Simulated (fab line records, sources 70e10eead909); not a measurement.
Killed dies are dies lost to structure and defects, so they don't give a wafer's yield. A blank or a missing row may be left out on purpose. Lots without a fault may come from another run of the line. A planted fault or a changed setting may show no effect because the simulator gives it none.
fab line records | flow nand_harc
record lots=13 wafers=39 last_day=24
route steps=1159 shown P_M2@333 END@1159
lots that met no fault: from a run of the same line without faults
start_h: hours from the record's first day to the start of the lot's first wafer shown | wait_h: hours since the lot's step before | " the same as in the row above | L1.1+2: a row that stands for several wafers | - no value, or no start given | * or withheld: withheld | < > ~ a bound
route shown NAME@n: a module of which the file shows steps, and the number in the route of the first | usual: mean/standard deviation of fault-free wafers | same: alike in all rows | chamber/n: place in a boat | sites: the reading at each site | _std_site: their standard deviation | _edge_site: outer sites' mean less inner sites' | radius_mm: how far each site lies from the wafer's centre | mask NAME#n: copy n | behind: the tool/chamber that last shaped the wafer | hold: why the lot was held/for how many hours/how that ended | device: the transistor (n, p or np) that didn't switch | end of line: the same wafers' tests at the end of the route | a step without rows: its recipe alone | killed: dies lost to structure and defects at the first sort, not the wafer's yield | map: a wafer's dies, x killed, . not, _ none there
set.NAME: the setting as run; set.NAME@STEP: as run at that earlier step | model.NAME: the simulator's own value behind a step, which no gauge read
steps of the route over a sample of lots; a table a step, a row a wafer
services: from which hour (start_h, from the record's first day; less than 0 if before it) a tool's chamber was out of use, for how many hours, and why
## steps
# step NHARC_P_M2_ETCH_15
# recipe target_depth_a=1825 time_s=91.2 c4f8_flow_sccm=withheld ar_flow_sccm=400 rf_w=600 bias_w=300 chemistry=C4F8/Ar
# usual oes_product_au=0.948/0.022 rf_vpp_V=439.8/2.7
# columns lot.wafer tool chamber start_h wait_h oes_product_au rf_hours_counter_h rf_vpp_V
L340.2 rie_diel-09 1 - - 0.928 2 443.4
L340.6 " 1 " " 0.921 - 443.0
L340.5 " 2 " " 0.929 - 438.7
L339.2 rie_diel-04 2 - - 0.971 2 444.7
L339.3 " 1 " " 0.953 2 438.3
L339.5 " 2 " " 0.960 - 444.1
L341.1 rie_diel-09 0 - - 0.946 2 439.6
L341.2 " 3 " " 0.943 2 438.2
L341.6 " 1 " " 0.966 - 444.2
L342.2 rie_diel-04 1 - - 0.917 4 439.1
L342.3 " 2 " " 0.954 4 444.0
L342.4 " 3 " " 0.927 3 437.4
L343.2 rie_diel-09 2 - - 0.973 3 436.2
L343.1 " 3 " " 0.972 3 437.4
L343.3 " 1 " " 0.959 3 444.7
L346.3 rie_diel-09 3 - - 0.967 4 436.3
L346.2 " 0 " " 0.944 4 440.4
L346.5 " 2 " " 0.969 - 440.5
L347.3 rie_diel-09 1 - - 0.965 4 444.9
L347.2 " 3 " " 0.945 4 436.6
L347.5 " 1 " " 0.974 - 444.7
L352.3 rie_diel-04 1 - - 0.929 13 438.2
L352.2 " 3 " " 0.936 16 438.7
L352.5 " 1 " " 0.927 - 437.8
L355.1 rie_diel-09 3 - - 0.928 5 436.3
L355.5 " 3 " " 0.918 - 437.2
L355.6 " 0 " " 0.932 - 438.8
L359.2 rie_diel-09 0 - - 0.946 6 441.2
L359.3 " 1 " " 0.931 6 443.9
L359.6 " 0 " " 0.939 - 440.3
L358.3 rie_diel-09 2 - - 0.959 6 439.7
L358.6 " 0 " " 0.980 - 439.4
L358.5 " 1 " " 0.978 - 442.3
L362.4 rie_diel-04 1 - - 0.918 20 438.4
L362.1 " 3 " " 0.935 22 437.9
L362.2 " 0 " " 0.926 22 442.0
L361.2 rie_diel-04 3 - - 0.930 23 437.5
L361.3 " 0 " " 0.916 22 441.6
L361.6 " 2 " " 0.929 - 443.4
# step NHARC_P_M2_ECD_22
# recipe target_thk_a=4000 bath_temp_c=25 material=Cu
# usual bath_temp_c=24.99/0.1
# columns lot.wafer tool chamber start_h wait_h bath_temp_c
L340.2 ecd_cu-02 0 136.63 - 24.86
L340.6 " 0 " " 24.84
L340.5 " 1 " " 25.05
L339.2 ecd_cu-01 0 137.29 - 24.99
L339.3 " 0 " " 24.86
L339.5 " 1 " " 25.18
L341.1 ecd_cu-02 0 137.84 - 24.93
L341.2 " 1 " " 24.94
L341.6 " 1 " " 24.93
L342.2 ecd_cu-01 1 144.13 - 24.91
L342.4 " 1 " " 24.89
L342.3 " 0 " " 25.07
L343.1 ecd_cu-02 1 156.34 - 25.12
L343.2 " 0 " " 25.12
L343.3 " 0 " " 25.03
L346.2 ecd_cu-02 0 167.05 - 25.08
L346.3 " 0 " " 24.95
L346.5 " 0 " " 24.93
L347.2 ecd_cu-02 1 173.73 - 24.97
L347.3 " 1 " " 24.92
L347.5 " 1 " " 24.99
L352.2 ecd_cu-02 0 207.73 - 25.84
L352.3 " 1 " " 25.03
L352.5 " 1 " " 24.88
L355.1 ecd_cu-02 1 222.95 - 24.88
L355.6 " 1 " " 24.95
L355.5 " 0 " " 26.09
L359.2 ecd_cu-01 1 238.36 - 24.88
L359.3 " 1 " " 25.13
L359.6 " 1 " " 24.99
L358.3 ecd_cu-01 0 240.60 - 25.06
L358.6 " 1 " " 24.83
L358.5 " 0 " " 24.95
L362.2 ecd_cu-01 0 257.07 - 24.91
L362.1 " 1 " " 24.92
L362.4 " 0 " " 25.01
L361.2 ecd_cu-01 0 262.10 - 24.91
L361.3 " 1 " " 25.06
L361.6 " 0 " " 24.96
# step NHARC_P_M2_CMP_23
# recipe t_overpolish_s=20 target_thk_nm=144.3
# usual motor_current_A=12.1/0.96 pad_life_wafers=238/150 time_to_endpoint_s=28.0/2.2
# columns lot.wafer tool chamber start_h wait_h motor_current_A pad_life_wafers time_to_endpoint_s
L340.2 cmp-02 2 137.42 - 10.5 32 32.2
L340.6 " 0 " " 14.6 - 31.3
L340.5 " 1 " " 12.2 - 29.0
L339.3 cmp-04 0 138.01 - 12.3 132 23.7
L339.2 " 2 " " 10.8 134 26.0
L339.5 " 1 " " 14.0 - 23.9
L341.2 cmp-04 1 138.58 - 12.5 138 29.4
L341.1 " 3 " " 12.3 140 26.9
L341.6 " 2 " " 11.3 - 26.3
L342.3 cmp-04 2 144.85 - 11.2 192 24.0
L342.4 " 0 " " 12.5 194 29.4
L342.2 " 1 " " 13.0 195 28.4
L343.2 cmp-04 2 157.22 - 10.9 259 26.8
L343.1 " 3 " " 12.2 260 27.4
L343.3 " 0 " " 12.7 261 29.2
L346.2 cmp-02 1 167.78 - 12.2 246 29.2
L346.3 " 0 " " 14.0 249 32.2
L346.5 " 1 " " 12.1 - 28.6
L347.2 cmp-03 2 174.43 - 11.2 84 29.6
L347.3 " 3 " " 12.3 85 28.0
L347.5 " 3 " " 12.0 - 27.9
L352.3 cmp-02 1 208.45 - 12.4 434 24.6
L352.2 " 2 " " 11.1 435 28.5
L352.5 " 0 " " 14.4 - 25.0
L355.1 cmp-02 1 223.73 - 12.4 524 22.8
L355.5 " 3 " " 11.1 - 24.6
L355.6 " 0 " " 13.6 - 25.6
L359.3 cmp-04 3 239.06 - 12.3 175 30.1
L359.2 " 1 " " 12.4 177 27.3
L359.6 " 2 " " 11.3 - 28.3
L358.3 cmp-03 1 241.23 - 11.5 446 30.8
L358.5 " 3 " " 12.2 - 33.1
L358.6 " 0 " " 12.8 - 30.0
L362.1 cmp-02 2 257.96 - 11.0 150 28.3
L362.4 " 3 " " 11.2 151 25.6
L362.2 " 0 " " 14.4 152 29.8
L361.3 cmp-04 0 262.83 - 12.1 318 28.4
L361.2 " 3 " " 12.8 321 27.1
L361.6 " 0 " " 11.4 - 28.4
# step NHARC_P_M2_THK_MEAS_24
# recipe thk_meas_gauge=xrf
# usual thk_nm=144.3/1.4
# columns lot.wafer tool chamber start_h wait_h thk_nm
L340.2 film_metro-01 - 137.68 - 147.3
L340.5 " - " " 145.7
L340.6 " - " " 145.5
L339.2 film_metro-01 - 138.32 - 144.7
L339.3 " - " " 144.4
L339.5 " - " " 143.2
L341.1 film_metro-02 - 138.89 - 142.9
L341.2 " - " " 142.4
L341.6 " - " " 144.5
L342.2 film_metro-01 - 145.17 - 142.9
L342.3 " - " " 144.7
L342.4 " - " " 147.3
L343.1 film_metro-02 - 157.51 - 145.4
L343.2 " - " " 144.9
L343.3 " - " " 145.0
L346.2 film_metro-02 - 168.09 - 145.1
L346.3 " - " " 146.5
L346.5 " - " " 144.2
L347.2 film_metro-01 - 174.75 - 142.6
L347.3 " - " " 143.1
L347.5 " - " " 142.1
L352.2 film_metro-01 - 208.71 - 145.2
L352.3 " - " " 145.2
L352.5 " - " " 145.5
L355.1 film_metro-01 - 223.99 - 142.8
L355.5 " - " " 143.7
L355.6 " - " " 143.4
L359.2 film_metro-02 - 239.35 - 143.4
L359.3 " - " " 143.0
L359.6 " - " " 143.0
L358.3 film_metro-02 - 241.49 - 143.4
L358.5 " - " " 142.1
L358.6 " - " " 145.3
L362.1 film_metro-02 - 258.28 - 145.1
L362.2 " - " " 144.0
L362.4 " - " " 146.4
L361.2 film_metro-01 - 263.14 - 142.3
L361.3 " - " " 144.2
L361.6 " - " " 143.6
# step NHARC_END_SORT_01
# recipe temp_c=25
# usual defect_limited_yield=95.0/1.7 killed_at_array=29/12 killed_at_other=0.7/1 killed_at_periphery=4/3.2 killed_dies=34/12 killed_open=3.4/2 killed_short=1.8/1.3 sort_bin_2_pct=1.6/0.7 sort_bin_3_pct=0.26/0.23 sort_bin_4_pct=3.1/1.1 sort_n_pass=643/12 sort_rim_yield_pct=96.4/2.6 sort_yield_pct=95.0/1.7
# same gross_dies=677 sort_bin_5_pct[%]=0 sort_bin_6_pct[%]=0 sort_bin_7_pct[%]=0 sort_bin_8_pct[%]=0 sort_rim_n_gross=106.00
# columns lot.wafer tool chamber start_h wait_h defect_limited_yield[%] killed_at_array killed_at_other killed_at_periphery killed_dies killed_open killed_short sort_bin_2_pct[%] sort_bin_3_pct[%] sort_bin_4_pct[%] sort_n_pass sort_rim_yield_pct[%] sort_yield_pct[%]
L352.2 prober-02 0 530.92 2.8 93.9 38 0 3 41 2 3 1.9 0.30 3.8 636 92.5 93.9
L352.3 prober-02 0 531.72 3.1 94.2 35 1 3 39 3 1 2.7 0.30 2.8 638 91.5 94.2
L352.5 prober-02 0 533.32 3.7 93.4 44 0 1 45 3 4 1.8 0.59 4.3 632 94.3 93.4
# killed by level:class
L352.2 A_SLIT:chamber_film_flake=15 A_CHANNEL_HOLE_D1:chamber_film_flake=14 A_STAIRCASE:chamber_film_flake=3 A_M1:chamber_film_flake=2 P_M0:geometric_particle:short=1 A_CHANNEL_FILL_D1:geometric_particle:open=1 A_STAIRCASE:geometric_particle:short=1 A_SGD_CUT:geometric_particle:short=1
L352.3 A_SLIT:chamber_film_flake=16 A_CHANNEL_HOLE_D1:chamber_film_flake=14 A_STAIRCASE:chamber_film_flake=2 P_CONTACT:geometric_particle:open=1 P_M0:geometric_particle:open=1 A_ONON_D1:geometric_particle:open=1 A_WL_FILL:geometric_particle:short=1 P_GATE:chamber_film_flake=1
L352.5 A_SLIT:chamber_film_flake=16 A_CHANNEL_HOLE_D1:chamber_film_flake=12 A_M1:chamber_film_flake=4 A_STAIRCASE:chamber_film_flake=3 A_WL_FILL:geometric_particle:short=2 A_CONTACT:geometric_particle:open=2 A_CONTACT:chamber_film_flake=2 P_M0:geometric_particle:short=1
## services
# columns tool chamber start_h hours kind
rie_diel-04 - 111.95 9.0 pm
cmp-04 - 117.43 1.5 repair
cmp-02 - 128.50 4.0 pm
rie_diel-09 0 135.10 - clean
rie_diel-09 1 135.10 - clean
cmp-03 - 139.38 1.8 repair
cmp-02 - 141.51 1.2 repair
rie_diel-09 0 144.79 3.3 repair
ecd_cu-01 - 154.36 1.4 repair
cmp-03 - 157.48 4.0 pm
rie_diel-09 1 157.88 4.2 repair
rie_diel-09 0 168.54 1.2 repair
ecd_cu-02 - 180.00 8.0 pm
rie_diel-04 1 181.25 4.5 repair
cmp-04 - 184.05 1.0 repair
rie_diel-04 1 188.07 9.5 repair
cmp-04 - 191.40 0.4 repair
cmp-04 - 203.81 4.0 pm
rie_diel-04 - 217.85 0.2 repair
cmp-04 - 222.94 1.9 repair
cmp-02 - 226.50 4.0 pm
cmp-04 - 233.71 3.7 repair
rie_diel-09 - 254.10 9.0 pm
cmp-03 - 255.48 4.0 pm
## key
first_sign step=NHARC_P_M2_ECD_22 reading=bath_temp_c direction=up sigmas=9.8 usual=* struck=*
effect none on later readings
met_at NHARC_P_M2_ECD_22
struck_lots L352,L355
struck_wafers L352.2,L355.5
not_acting_at NHARC_P_M2_ETCH_15,NHARC_P_M2_CMP_23,NHARC_P_M2_THK_MEAS_24
onset_between 167.05 207.73
fault kind=process_parameter_drift tool=ecd_cu-02 chamber=0 onset_h=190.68 steps=NHARC_P_M2_ECD_22 channel=bath_temp_c offset=* shape=step end_h=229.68 acts_in=* stated=*
